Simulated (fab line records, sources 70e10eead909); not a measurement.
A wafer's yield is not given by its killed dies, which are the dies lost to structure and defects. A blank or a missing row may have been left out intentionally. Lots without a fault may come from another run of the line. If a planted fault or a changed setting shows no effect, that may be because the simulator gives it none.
Matching of chambers -- flow nand_harc -- pecvd-01 running NHARC_P_M0_DEP_00: 3 sister chambers
The step deposits SiOC, target thk 150 nm. 3 wafers are shown with their chamber, then 7 later ones without.

## WAFERS WITH THEIR CHAMBER
wafer,chamber,rf_fwd_power_W (W)
L422.6,0,601.0
L432.1,2,601.6
L432.2,1,600.2

## WAFERS WITHOUT THEIR CHAMBER
wafer,rf_fwd_power_W (W)
L432.4,597.5
L431.1,599.8
L431.5,598.4
L431.6,597.9
L434.1,599.3
L434.5,598.2
L434.6,600.2

## WHICH CHAMBER EACH ONE RAN IN
wafer,from the rows above,in truth
L432.4,can't be placed: 1 or 0 or 2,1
L431.1,can't be placed: 1 or 0 or 2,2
L431.5,can't be placed: 1 or 0 or 2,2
L431.6,can't be placed: 1 or 0 or 2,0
L434.1,can't be placed: 1 or 0 or 2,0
L434.5,can't be placed: 1 or 0 or 2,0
L434.6,can't be placed: 1 or 0 or 2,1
Placed correctly: 0 of 7. Cannot be placed on the basis of these rows: 7; the candidates contain the true chamber in 7. Wrongly placed: 0.
How it was worked out, from the rows above alone: a wafer's distance from a chamber is the root of the sum, over the readings, of the square of ((its reading less the chamber's mean) divided by the reading's scatter). The wafer belongs to the nearest chamber; if the next one is less than 2 further off, it can't be placed. The mean given for a chamber averages the wafers shown for that chamber. The scatter (one wafer shown for each chamber): square how far every hidden wafer sits from the nearest shown wafer, average those squares and take the square root.
